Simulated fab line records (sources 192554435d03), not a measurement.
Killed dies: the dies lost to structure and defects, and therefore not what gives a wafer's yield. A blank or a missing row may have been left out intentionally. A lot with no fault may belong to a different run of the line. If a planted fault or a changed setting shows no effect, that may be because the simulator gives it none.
fab line records -- flow n5Finfet
[record] lots = 7, wafers = 21
route steps=1938 shown BEOL_M10@1477 BEOL_M11@1554 BEOL_M12@1605 BEOL_M13@1696
startH: start of the lot's first displayed wafer, in hours after the record's first day -- waitH: hours since the lot's step before -- " unchanged from the row above -- L1.1+2: a row that stands for several wafers -- - no value present, or no start provided -- * or withheld: withheld -- < > ~ a bound
route shown NAME@n: names a module that has steps shown in the file, with the first one's number in the route -- usual: mean/standard deviation of fault-free wafers -- same: alike in all rows -- chamber/n: place in a boat -- sites: each site's reading -- _std_site: the values' standard deviation -- _edge_site: inner sites' mean taken away from outer sites' mean -- radiusMm: how far each site lies from the wafer's centre -- mask NAME#n: copy n -- behind: tool/chamber where the wafer was last shaped -- hold: why the lot went on hold/how many hours it stayed there/how the hold came to an end -- device: which transistor (n, p or np) failed to switch -- end of line: the route-end tests of the same wafers -- where a step has no rows: the recipe by itself -- killed: at the first sort, the dies lost to defects and structure; wafer yield is something else -- map: a wafer's dies, marking killed ones x, the rest . and places with no die _
set.NAME: the setting that was run; set.NAME@STEP: the one run at that earlier step -- model.NAME: the simulator's own value behind a step, which no gauge read
lots whose settings were changed on purpose; a table a step, a row a wafer
[[steps]]
[step N5_BEOL_M10_COAT_05]
[recipe] resist = CAR-ArF, spinRpm = 1500, resistThkNm = 90
lot.wafer,tool,chamber,startH,waitH,set.spinRpm,model.CAR-ArF_of_BEOL_M10_COAT_05.thkNm
L077.2,lithoTrack-02,0,-,-,1500,89.8
L077.4,lithoTrack-02,0,-,-,1500,90.2
L077.6,lithoTrack-02,0,-,-,1352,95
L084.2+5,lithoTrack-05,0,-,-,1500,90
L084.3,lithoTrack-05,0,-,-,1500,89.6
L089.1+6,lithoTrack-02,0,-,-,1500,89.8
L089.4,lithoTrack-02,0,-,-,1500,90
L093.1,lithoTrack-02,0,-,-,1500,90.4
L093.3,lithoTrack-02,0,-,-,1500,90.2
L093.6,lithoTrack-02,0,-,-,1500,89.8
L090.4+5,lithoTrack-02,0,-,-,1599,87.4
L090.6,lithoTrack-02,0,-,-,1500,90
L092.1,lithoTrack-05,0,-,-,1500,89.6
L092.3,lithoTrack-05,0,-,-,1500,89.8
L092.4,lithoTrack-05,0,-,-,1500,90
L096.2,lithoTrack-04,0,-,-,1500,90.4
L096.3,lithoTrack-04,0,-,-,1500,90.2
L096.6,lithoTrack-04,0,-,-,1500,90.6
[step N5_BEOL_M10_EBR_07]
[recipe] solvent = PGMEA, ebrWidthMm = 1.5
[step N5_BEOL_M10_SOFTBAKE_06]
[recipe] tempC = 110, timeS = 60, resist = CAR-ArF
[step N5_BEOL_M10_EXPOSE_08]
[recipe] maskId = M10, na = 1.35, sourceShape = dipole, sigmaInner = 0.411, sigmaOuter = 0.611, polarization = te, doseMj = 53.75
[step N5_BEOL_M10_PEB_09]
[recipe] pebTempC = withheld, pebTimeS = 60, resist = CAR-ArF
[step N5_BEOL_M10_DEVELOP_10]
[recipe] developTimeS = 30, developer = TMAH, resist = CAR-ArF, rinseLiquid = diw, dry = airSpin, devTempC = 23
lot.wafer,tool,chamber,startH,waitH,set.spinRpm@BEOL_M10_COAT_05,model.CAR-ArF_of_BEOL_M10_COAT_05.thkNm
L077.2,lithoTrack-02,0,-,-,1500,88
L077.4,lithoTrack-02,0,-,-,1500,88.4
L077.6,lithoTrack-02,0,-,-,1352,93.4
L084.2+5,lithoTrack-04,0,-,-,1500,88.2
L084.3,lithoTrack-04,0,-,-,1500,87.8
L089.1+4,lithoTrack-05,0,-,-,1500,88.2
L089.6,lithoTrack-05,0,-,-,1500,88
L093.1,lithoTrack-05,0,-,-,1500,88.8
L093.3,lithoTrack-05,0,-,-,1500,88.6
L093.6,lithoTrack-05,0,-,-,1500,88.2
L090.4,lithoTrack-05,0,-,-,1599,85.6
L090.5,lithoTrack-05,0,-,-,1599,85.8
L090.6,lithoTrack-05,0,-,-,1500,88.4
L092.1,lithoTrack-05,0,-,-,1500,87.8
L092.3,lithoTrack-05,0,-,-,1500,88.2
L092.4,lithoTrack-05,0,-,-,1500,88.4
L096.2+3,lithoTrack-02,0,-,-,1500,88.6
L096.6,lithoTrack-02,0,-,-,1500,88.8
[step N5_BEOL_M10_DESCUM_16]
[recipe] chemistry = O2, timeS = 7.9, sourcePowerW = 50, biasPowerW = 20, pressureMtorr = 20, rfFrequencyHz = 2.712e+07, tempC = 40, resist = CAR-ArF, o2FlowSccm = 225
lot.wafer,tool,chamber,startH,waitH,set.spinRpm@BEOL_M10_COAT_05,model.CAR-ArF_of_BEOL_M10_COAT_05.thkNm
L077.2,rieDiel-04,1,231.83,0.0,1500,83.2
L077.4,rieDiel-04,1,231.83,0.0,1500,83.6
L077.6,rieDiel-04,0,231.83,0.0,1352,88.6
L084.2+5,rieDiel-04,2,275.68,0.0,1500,83.4
L084.3,rieDiel-04,1,275.68,0.0,1500,83
L089.1+4,rieDiel-04,"3,0",324.62,0.1,1500,83.4
L089.6,rieDiel-04,2,324.62,0.1,1500,83.2
L093.1,rieDiel-02,1,329.20,0.0,1500,83.8
L093.3,rieDiel-02,2,329.20,0.0,1500,83.6
L093.6,rieDiel-02,2,329.20,0.0,1500,83.2
L090.4,rieDiel-02,1,329.96,0.0,1599,80.8
L090.5,rieDiel-02,3,329.96,0.0,1599,81
L090.6,rieDiel-02,2,329.96,0.0,1500,83.4
L092.1,rieDiel-04,2,337.10,0.1,1500,83
L092.3,rieDiel-04,0,337.10,0.1,1500,83.4
L092.4,rieDiel-04,1,337.10,0.1,1500,83.6
L096.2+3,rieDiel-05,"2,3",377.24,0.3,1500,83.8
L096.6,rieDiel-05,3,377.24,0.3,1500,84
[step N5_BEOL_M11_ETCH_62]
[recipe] chemistry = N2/H2, target = SOC, targetDepthA = 1100, overetchA = 220, maskMaterial = SiARC, tempC = 40, timeS = 165, ionEnergyEv = 200, pressureMtorr = 30, sourceW = 840, biasW = 150, n2FlowSccm = 200, h2FlowSccm = 200
lot.wafer,tool,chamber,startH,waitH,set.timeS,model.SiARC_of_BEOL_M11_COAT_60.thkNm
L077.2,rieDiel-06,3,238.73,0.0,165,23.6
L077.4,rieDiel-06,1,238.73,0.0,193.8,23
L077.6,rieDiel-06,1,238.73,0.0,165,24
L084.2+5,rieDiel-03,0,291.40,0.0,129.3,24.8
L084.3,rieDiel-03,2,291.40,0.0,129.3,24.6
L089.1,rieDiel-03,3,332.72,0.0,165,23.6
L089.4,rieDiel-03,0,332.72,0.0,165,23.4
L089.6,rieDiel-03,1,332.72,0.0,165,24
L093.1,rieDiel-01,2,337.20,0.0,195.1,22.2
L093.3,rieDiel-01,1,337.20,0.0,165,23.8
L093.6,rieDiel-01,2,337.20,0.0,165,23.6
L090.4+5,rieDiel-03,2,340.12,0.0,189.2,22.4
L090.6,rieDiel-03,3,340.12,0.0,165,23.8
L092.1+4,rieDiel-06,"0,1",343.61,0.0,165,23.6
L092.3,rieDiel-06,3,343.61,0.0,165,23.4
L096.2,rieDiel-06,2,386.40,0.0,165,23.4
L096.3+6,rieDiel-06,1,386.40,0.0,165,23.6
[step N5_BEOL_M11_STRIP_68]
[recipe] chemistry = N2/H2, tempC = 40, n2FlowSccm = 200, h2FlowSccm = 200, rfFrequencyHz = 6e+07
[step N5_BEOL_M11_STRIP_67]
[recipe] chemistry = CF4, resist = SiARC, powerW = 300, biasPowerW = 75, pressureMtorr = 50, cf4FlowSccm = 150, rfFrequencyHz = 6e+07
[step N5_BEOL_M11_HM_OPEN_17]
[recipe] chemistry = Cl2/BCl3, targetDepthA = 200, overetchA = 60, target = TiN, maskMaterial = SOC, ionEnergyEv = 150, pressureMtorr = 10, icpW = 1000, biasW = 126, Cl2_flow_sccm = 53.25, bcl3FlowSccm = 21.75, Ar_flow_sccm = 25
lot.wafer,tool,chamber,startH,waitH,set.timeS@BEOL_M11_ETCH_62,model.etch.depthNm
L077.2,rieMetal-02,1,238.95,0.1,165,20.1
L077.4,rieMetal-02,1,238.95,0.1,193.8,17.33
L077.6,rieMetal-02,1,238.95,0.1,165,20.25
L084.2,rieMetal-02,1,291.59,0.0,129.3,19.79
L084.3,rieMetal-02,0,291.59,0.0,129.3,20.07
L084.5,rieMetal-02,0,291.59,0.0,129.3,20.17
L089.1,rieMetal-03,0,332.91,0.0,165,20.41
L089.4,rieMetal-03,0,332.91,0.0,165,20.26
L089.6,rieMetal-03,0,332.91,0.0,165,20.37
L093.1,rieMetal-01,0,337.39,0.0,195.1,16.87
L093.3,rieMetal-01,0,337.39,0.0,165,20.08
L093.6,rieMetal-01,1,337.39,0.0,165,19.89
L090.4,rieMetal-03,1,340.33,0.1,189.2,17.65
L090.5,rieMetal-03,1,340.33,0.1,189.2,17.8
L090.6,rieMetal-03,0,340.33,0.1,165,20.11
L092.1,rieMetal-01,0,343.79,0.0,165,20.29
L092.3,rieMetal-01,0,343.79,0.0,165,19.93
L092.4,rieMetal-01,1,343.79,0.0,165,20.03
L096.2,rieMetal-01,1,386.59,0.0,165,19.5
L096.3,rieMetal-01,1,386.59,0.0,165,19.4
L096.6,rieMetal-01,0,386.59,0.0,165,19.51
[step N5_BEOL_M11_EXPOSE_25]
[recipe] maskId = V10, na = 1.35, sourceShape = annular, sigmaInner = 0.5, sigmaOuter = 0.8, polarization = unpolarized, doseMj = 85.5
lot.wafer,tool,chamber,startH,waitH,mask,set.doseMj
L077.2+6,arfiScanner-02,0,240.32,-,V10#0,85.5
L077.4,arfiScanner-02,0,240.32,-,V10#0,89.98
L084.2,arfiScanner-01,0,294.18,-,V10#0,85.5
L084.3+5,arfiScanner-01,0,294.18,-,V10#0,80.92
L089.1+6,arfiScanner-02,0,335.15,-,V10#0,90.3
L089.4,arfiScanner-02,0,335.15,-,V10#0,85.5
L093.1+6,arfiScanner-01,0,338.88,-,V10#0,79.21
L093.3,arfiScanner-01,0,338.88,-,V10#0,85.5
L090.4+6,arfiScanner-01,0,341.60,-,V10#0,85.5
L090.5,arfiScanner-01,0,341.60,-,V10#0,91.69
L092.1+3+4,arfiScanner-02,0,345.10,-,V10#0,85.5
L096.2+3+6,arfiScanner-03,0,388.16,-,V10#0,85.5
[step N5_BEOL_M11_PEB_26]
[recipe] pebTempC = withheld, pebTimeS = 60, resist = CAR-ArF
[step N5_BEOL_M11_DEVELOP_27]
[recipe] developTimeS = 30, developer = TMAH, resist = CAR-ArF, rinseLiquid = diw, dry = airSpin, devTempC = 23
[step N5_BEOL_M11_CD_MEAS_28]
[recipe] targetCdNm = 70, landingEnergyEv = 500, detector = seInlens, polarity = opening
[usual] cdNm = 69.5/0.97
lot.wafer,tool,chamber,startH,waitH,set.doseMj@BEOL_M11_EXPOSE_25,cdNm
L077.2,cdSem-01,0,240.45,-,85.5,68.8
L077.4,cdSem-01,0,240.45,-,89.98,74.0
L077.6,cdSem-01,0,240.45,-,85.5,69.5
L084.2,cdSem-01,0,294.30,-,85.5,70.3
L084.3,cdSem-01,0,294.30,-,80.92,63.8
L084.5,cdSem-01,0,294.30,-,80.92,65.9
L089.1,cdSem-01,0,335.28,-,90.3,75.8
L089.4,cdSem-01,0,335.28,-,85.5,69.4
L089.6,cdSem-01,0,335.28,-,90.3,75.1
L093.1,cdSem-01,0,339.02,-,79.21,61.0
L093.3,cdSem-01,0,339.02,-,85.5,68.8
L093.6,cdSem-01,0,339.02,-,79.21,63.2
L090.4,cdSem-01,0,341.72,-,85.5,70.1
L090.5,cdSem-01,0,341.72,-,91.69,76.0
L090.6,cdSem-01,0,341.72,-,85.5,69.2
L092.1,cdSem-02,0,345.23,-,85.5,70.0
L092.3,cdSem-02,0,345.23,-,85.5,69.5
L092.4,cdSem-02,0,345.23,-,85.5,69.1
L096.2,cdSem-03,0,388.28,-,85.5,67.7
L096.3,cdSem-03,0,388.28,-,85.5,68.6
L096.6,cdSem-03,0,388.28,-,85.5,67.9
[step N5_BEOL_M12_COAT_04]
[recipe] spinRpm = 1625, resistThkNm = 400
lot.wafer,tool,chamber,startH,waitH,set.spinRpm,model.coat_of_BEOL_M12_COAT_04.thkNm
L077.2,lithoTrack-03,0,-,-,1625,400.6
L077.4,lithoTrack-03,0,-,-,1625,402.4
L077.6,lithoTrack-03,0,-,-,1625,401.4
L084.2,lithoTrack-02,0,-,-,1625,403.2
L084.3,lithoTrack-02,0,-,-,1625,402.2
L084.5,lithoTrack-02,0,-,-,1625,401.8
L089.1,lithoTrack-05,0,-,-,1495,418.4
L089.4,lithoTrack-05,0,-,-,1625,399.4
L089.6,lithoTrack-05,0,-,-,1625,400.6
L093.1,lithoTrack-02,0,-,-,1625,400.6
L093.3,lithoTrack-02,0,-,-,1625,400.4
L093.6,lithoTrack-02,0,-,-,1751,384.8
L090.4,lithoTrack-02,0,-,-,1625,400.8
L090.5,lithoTrack-02,0,-,-,1523,411.8
L090.6,lithoTrack-02,0,-,-,1625,400.6
L092.1,lithoTrack-05,0,-,-,1625,401
L092.3,lithoTrack-05,0,-,-,1625,400.4
L092.4,lithoTrack-05,0,-,-,1625,401.4
L096.2,lithoTrack-02,0,-,-,1625,400.4
L096.3,lithoTrack-02,0,-,-,1789,382.4
L096.6,lithoTrack-02,0,-,-,1789,381.2
[step N5_BEOL_M12_EXPOSE_07]
[recipe] maskId = V11, na = 0.93, sourceShape = conventional, sigmaOuter = 0.6, polarization = unpolarized, attpsmPhaseDeg = 180, doseMj = 32.5
lot.wafer,tool,chamber,startH,waitH,mask,set.doseMj
L077.2+4+6,krfScanner-01,0,244.15,-,V11#0,32.5
L084.2+5,krfScanner-02,0,298.83,-,V11#0,31.85
L084.3,krfScanner-02,0,298.83,-,V11#0,32.5
L089.1+4,krfScanner-01,0,340.76,-,V11#0,33.92
L089.6,krfScanner-01,0,340.76,-,V11#0,32.5
L093.1+3,krfScanner-02,0,342.63,-,V11#0,31.36
L093.6,krfScanner-02,0,342.63,-,V11#0,32.5
L090.4+5,krfScanner-02,0,346.53,-,V11#0,32.5
L090.6,krfScanner-02,0,346.53,-,V11#0,34.15
L092.1+3+4,krfScanner-01,0,350.16,-,V11#0,32.5
L096.2+6,krfScanner-02,0,393.70,-,V11#0,30.62
L096.3,krfScanner-02,0,393.70,-,V11#0,32.5
[step N5_BEOL_M12_PEB_08]
[recipe] pebTempC = 130, pebTimeS = 90
[step N5_BEOL_M12_DEVELOP_09]
[recipe] developTimeS = 45, rinseLiquid = diw, dry = airSpin, devTempC = 21
[step N5_BEOL_M12_HARDBAKE_14]
[recipe] tempC = 130, timeS = 120
[step N5_BEOL_M12_CD_MEAS_10]
[recipe] targetCdNm = 140, landingEnergyEv = 500, detector = seInlens, polarity = opening
[usual] cdNm = 140.1/1.7
lot.wafer,tool,chamber,startH,waitH,set.doseMj@BEOL_M12_EXPOSE_07,cdNm
L077.2,cdSem-03,0,244.32,-,32.5,141.4
L077.4,cdSem-03,0,244.32,-,32.5,142.4
L077.6,cdSem-03,0,244.32,-,32.5,145.4
L084.2,cdSem-02,0,299.00,-,31.85,138.4
L084.3,cdSem-02,0,299.00,-,32.5,137.9
L084.5,cdSem-02,0,299.00,-,31.85,138.7
L089.1,cdSem-01,0,340.93,-,33.92,146.0
L089.4,cdSem-01,0,340.93,-,33.92,144.3
L089.6,cdSem-01,0,340.93,-,32.5,138.0
L093.1,cdSem-02,0,342.80,-,31.36,137.9
L093.3,cdSem-02,0,342.80,-,31.36,135.1
L093.6,cdSem-02,0,342.80,-,32.5,140.0
L090.4,cdSem-01,0,346.69,-,32.5,140.5
L090.5,cdSem-01,0,346.69,-,32.5,138.4
L090.6,cdSem-01,0,346.69,-,34.15,147.8
L092.1,cdSem-03,0,350.33,-,32.5,140.5
L092.3,cdSem-03,0,350.33,-,32.5,142.8
L092.4,cdSem-03,0,350.33,-,32.5,140.1
L096.2,cdSem-03,0,393.87,-,30.62,133.4
L096.3,cdSem-03,0,393.87,-,32.5,139.0
L096.6,cdSem-03,0,393.87,-,30.62,133.5
[step N5_BEOL_M12_DESCUM_15]
[recipe] chemistry = O2, timeS = 7.9, sourcePowerW = 50, biasPowerW = 20, pressureMtorr = 20, rfFrequencyHz = 2.712e+07, tempC = 40, o2FlowSccm = 225
[step N5_BEOL_M12_ETCH_59]
[recipe] chemistry = N2/H2, target = BARC, targetDepthA = 890, overetchA = 267, timeS = 67.9, ionEnergyEv = 200, pressureMtorr = 30, sourceW = 840, biasW = 150, n2FlowSccm = 200, h2FlowSccm = 200
[step N5_BEOL_M12_VIA_ETCH_16]
[recipe] chemistry = C4F8/O2/Ar, target = SiOC, pressureMtorr = 30, sourceW = 3000, biasW = 700, Ar_flow_sccm = 400, C4F8_flow_sccm = 15, O2_flow_sccm = 8, heInnerTorr = 15, heOuterTorr = 30, targetDepthA = 7248, timeS = withheld, ionEnergyEv = 250, ends = cleared
lot.wafer,tool,chamber,startH,waitH,set.spinRpm@BEOL_M12_COAT_04,model.coat_of_BEOL_M12_COAT_04.thkNm
L077.2,rieDiel-02,2,244.50,0.0,1625,123
L077.4,rieDiel-02,3,244.50,0.0,1625,123.2
L077.6,rieDiel-02,3,244.50,0.0,1625,121.6
L084.2,rieDiel-05,0,299.45,0.0,1625,124.8
L084.3,rieDiel-05,2,299.45,0.0,1625,123.2
L084.5,rieDiel-05,3,299.45,0.0,1625,120.6
L089.1,rieDiel-05,2,341.11,0.0,1495,146.2
L089.4,rieDiel-05,0,341.11,0.0,1625,122.8
L089.6,rieDiel-05,0,341.11,0.0,1625,121.4
L093.1,rieDiel-02,2,343.18,0.0,1625,125.2
L093.3,rieDiel-02,0,343.18,0.0,1625,126.2
L093.6,rieDiel-02,3,343.18,0.0,1751,108.2
L090.4,rieDiel-02,3,347.12,0.0,1625,123.2
L090.5,rieDiel-02,2,347.12,0.0,1523,133.6
L090.6,rieDiel-02,3,347.12,0.0,1625,122.4
L092.1,rieDiel-04,1,350.51,0.0,1625,123.8
L092.3,rieDiel-04,2,350.51,0.0,1625,120
L092.4,rieDiel-04,0,350.51,0.0,1625,120.6
L096.2,rieDiel-02,2,394.34,0.0,1625,122.6
L096.3,rieDiel-02,1,394.34,0.0,1789,107.4
L096.6,rieDiel-02,2,394.34,0.0,1789,100.6
[step N5_BEOL_M12_STRIP_63]
[recipe] chemistry = N2/H2, powerW = 1000, tempC = 250, h2Frac = 0.65, overashFraction = 0.3, pressureMtorr = 1000, n2FlowSccm = 1750, h2FlowSccm = 3250
[usual] stripTimeToEndpointS = 42.5/0.83
lot.wafer,tool,chamber,startH,waitH,set.spinRpm@BEOL_M12_COAT_04,stripTimeToEndpointS
L077.2,plasmaAsher-02,1,244.70,-,1625,42.5
L077.4,plasmaAsher-02,1,244.70,-,1625,42.5
L077.6,plasmaAsher-02,0,244.70,-,1625,42.1
L084.2,plasmaAsher-01,0,299.65,-,1625,42.9
L084.3,plasmaAsher-01,1,299.65,-,1625,42.6
L084.5,plasmaAsher-01,1,299.65,-,1625,41.9
L089.1,plasmaAsher-02,1,341.31,-,1495,48.7
L089.4,plasmaAsher-02,0,341.31,-,1625,42.5
L089.6,plasmaAsher-02,1,341.31,-,1625,42.1
L093.1,plasmaAsher-01,0,343.38,-,1625,43.1
L093.3,plasmaAsher-01,0,343.38,-,1625,43.4
L093.6,plasmaAsher-01,0,343.38,-,1751,38.5
L090.4,plasmaAsher-02,0,347.34,-,1625,42.6
L090.5,plasmaAsher-02,0,347.34,-,1523,45.3
L090.6,plasmaAsher-02,1,347.34,-,1625,42.3
L092.1,plasmaAsher-01,1,350.72,-,1625,42.7
L092.3,plasmaAsher-01,0,350.72,-,1625,41.7
L092.4,plasmaAsher-01,1,350.72,-,1625,41.9
L096.2,plasmaAsher-01,0,394.54,-,1625,42.4
L096.3,plasmaAsher-01,1,394.54,-,1789,38.3
L096.6,plasmaAsher-01,1,394.54,-,1789,36.4
[step N5_BEOL_M13_TRENCH_ETCH_34]
[recipe] chemistry = C4F8/O2/Ar, target = SiOC, targetDepthA = 4134.7, maskMaterial = SOC, pressureMtorr = 30, sourceW = 3000, biasW = 700, Ar_flow_sccm = 400, C4F8_flow_sccm = 15, O2_flow_sccm = 8, heInnerTorr = 15, heOuterTorr = 30, timeS = 162.6, ionEnergyEv = 250
lot.wafer,tool,chamber,startH,waitH,set.timeS,model.etch.depthNm
L077.2,rieDiel-03,3,250.17,0.0,176.5,456.7
L077.4,rieDiel-03,1,250.17,0.0,162.6,416
L077.6,rieDiel-03,2,250.17,0.0,162.6,428.5
L084.2,rieDiel-06,1,305.93,0.0,137,338.5
L084.3,rieDiel-06,3,305.93,0.0,137,346.2
L084.5,rieDiel-06,2,305.93,0.0,162.6,422.1
L089.1,rieDiel-03,3,349.19,0.0,162.6,423.8
L089.4,rieDiel-03,1,349.19,0.0,185.1,474
L089.6,rieDiel-03,2,349.19,0.0,185.1,485.1
L093.1,rieDiel-03,1,349.92,0.0,197.3,503.5
L093.3,rieDiel-03,3,349.92,0.0,162.6,417.6
L093.6,rieDiel-03,3,349.92,0.0,197.3,505.9
L090.4,rieDiel-03,2,353.06,0.0,162.6,427.4
L090.5,rieDiel-03,1,353.06,0.0,162.6,420.7
L090.6,rieDiel-03,0,353.06,0.0,153.1,400.3
L092.1,rieDiel-01,0,355.80,0.0,162.6,417.6
L092.3,rieDiel-01,1,355.80,0.0,162.6,408.6
L092.4,rieDiel-01,2,355.80,0.0,162.6,413.8
L096.2,rieDiel-06,0,401.39,0.0,127.9,320.8
L096.3,rieDiel-06,2,401.39,0.0,127.9,332.5
L096.6,rieDiel-06,1,401.39,0.0,162.6,418.3
[step N5_BEOL_M13_STRIP_70]
[recipe] chemistry = C4F8/O2/Ar, resist = SiARC, rfFrequencyHz = 6e+07
[step N5_BEOL_M13_OCD_MEAS_35]
[usual] trenchDepthNm = 417/7.5
lot.wafer,tool,chamber,startH,waitH,set.timeS@BEOL_M13_TRENCH_ETCH_34,trenchDepthNm
L077.2,ocd-01,-,250.35,0.0,176.5,457
L077.4,ocd-01,-,250.35,0.0,162.6,417
L077.6,ocd-01,-,250.35,0.0,162.6,429
L084.2,ocd-02,-,306.10,0.0,137,339
L084.3,ocd-02,-,306.10,0.0,137,347
L084.5,ocd-02,-,306.10,0.0,162.6,422
L089.1,ocd-01,-,349.37,0.0,162.6,424
L089.4,ocd-01,-,349.37,0.0,185.1,474
L089.6,ocd-01,-,349.37,0.0,185.1,485
L093.1,ocd-02,-,350.09,0.0,197.3,503
L093.3,ocd-02,-,350.09,0.0,162.6,418
L093.6,ocd-02,-,350.09,0.0,197.3,506
L090.4,ocd-02,-,353.24,0.0,162.6,428
L090.5,ocd-02,-,353.24,0.0,162.6,421
L090.6,ocd-02,-,353.24,0.0,153.1,401
L092.1,ocd-01,-,355.97,0.0,162.6,418
L092.3,ocd-01,-,355.97,0.0,162.6,408
L092.4,ocd-01,-,355.97,0.0,162.6,414
L096.2,ocd-01,-,401.57,0.0,127.9,321
L096.3,ocd-01,-,401.57,0.0,127.9,332
L096.6,ocd-01,-,401.57,0.0,162.6,418
[[key]]
[split] step = N5_BEOL_M10_COAT_05, setting = spinRpm, stated = 1500, by = wafer
[response] step = N5_BEOL_M10_COAT_05, reading = model.CAR-ArF_of_BEOL_M10_COAT_05.thkNm, change = -0.472, per = 1%, r = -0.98
[response] step = N5_BEOL_M10_DEVELOP_10, reading = model.CAR-ArF_of_BEOL_M10_COAT_05.thkNm, change = -0.491, per = 1%, r = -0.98
[response] step = N5_BEOL_M10_DESCUM_16, reading = model.CAR-ArF_of_BEOL_M10_COAT_05.thkNm, change = -0.481, per = 1%, r = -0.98
[split] step = N5_BEOL_M11_ETCH_62, setting = timeS, stated = 165, by = wafer
[response] step = N5_BEOL_M11_ETCH_62, reading = model.SiARC_of_BEOL_M11_COAT_60.thkNm, change = -0.0726, per = 1%, r = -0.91
[response] step = N5_BEOL_M11_HM_OPEN_17, reading = model.etch.depthNm, change = -0.166, per = 1%, r = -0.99
[split] step = N5_BEOL_M11_EXPOSE_25, setting = doseMj, stated = 85.5, by = wafer
[response] step = N5_BEOL_M11_CD_MEAS_28, reading = cdNm, change = +0.945, per = 1%, r = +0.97
[split] step = N5_BEOL_M12_COAT_04, setting = spinRpm, stated = 1625, by = wafer
[response] step = N5_BEOL_M12_COAT_04, reading = model.coat_of_BEOL_M12_COAT_04.thkNm, change = -1.98, per = 1%, r = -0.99
[response] step = N5_BEOL_M12_VIA_ETCH_16, reading = model.coat_of_BEOL_M12_COAT_04.thkNm, change = -2.2, per = 1%, r = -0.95
[response] step = N5_BEOL_M12_STRIP_63, reading = stripTimeToEndpointS, change = *, per = 1%, r = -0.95
[split] step = N5_BEOL_M12_EXPOSE_07, setting = doseMj, stated = 32.5, by = wafer
[response] step = N5_BEOL_M12_CD_MEAS_10, reading = cdNm, change = +1.23, per = 1%, r = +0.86
[split] step = N5_BEOL_M13_TRENCH_ETCH_34, setting = timeS, stated = 162.6, by = wafer
[response] step = N5_BEOL_M13_TRENCH_ETCH_34, reading = model.etch.depthNm, change = +4.3, per = 1%, r = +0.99
[response] step = N5_BEOL_M13_OCD_MEAS_35, reading = trenchDepthNm, change = +4.29, per = 1%, r = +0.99
